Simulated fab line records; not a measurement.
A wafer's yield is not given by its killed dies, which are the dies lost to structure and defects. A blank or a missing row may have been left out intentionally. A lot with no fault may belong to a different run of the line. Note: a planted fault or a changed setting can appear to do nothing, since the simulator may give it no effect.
Chamber matching	flow n5Finfet	N5_BEOL_M4_ETCH_70 on rieDiel-06: 4 sister chambers
The step etches SOC in N2/H2, target depth 80 nm, overetch 24 nm, time 130 s. 8 wafers are shown with their chamber, then 10 later ones without.

EACH WAFER AND ITS CHAMBER
wafer	chamber	drypumpMotorCurrentA (A)	throttleValvePct (%)
L080.5	2	5.6	17.49
L083.4	0	5.0	18.04
L084.1	0	5.1	18.05
L085.1	3	6.4	17.75
L085.2	2	5.6	17.50
L085.3	1	5.4	17.43
L088.2	1	5.4	17.44
L088.3	3	6.4	17.76

WAFERS WITH NO CHAMBER GIVEN
wafer	drypumpMotorCurrentA (A)	throttleValvePct (%)
L088.5	5.6	17.50
L094.3	5.7	17.54
L094.4	5.4	17.47
L094.5	5.4	17.45
L096.1	5.7	17.56
L096.2	5.1	17.66
L096.5	5.7	17.55
L097.1	5.4	17.47
L097.2	5.6	17.54
L097.5	5.0	17.65

EACH ONE'S CHAMBER
wafer	from the rows above	in truth
L088.5	2	2
L094.3	2	2
L094.4	can't be placed: 1 or 2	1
L094.5	1	1
L096.1	2	2
L096.2	2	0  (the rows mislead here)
L096.5	2	2
L097.1	can't be placed: 1 or 2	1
L097.2	2	2
L097.5	2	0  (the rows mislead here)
Correct placement for 6 of the 10. These rows do not allow placing 2 (true chamber among the candidates in 2). 2 placed wrongly.
How it was worked out, from the rows above alone: a wafer's distance from a chamber is the root of the sum, over the readings, of the square of ((its reading less the chamber's mean) divided by the reading's scatter). If the next closest chamber is less than 2 further off than the closest, the wafer can't be placed; otherwise it belongs to the closest. A chamber's mean is the mean of its shown wafers. The scatter: take each reading less its chamber's mean, square it, sum over the shown wafers, divide by the number of wafers less the number of chambers, and take the root.
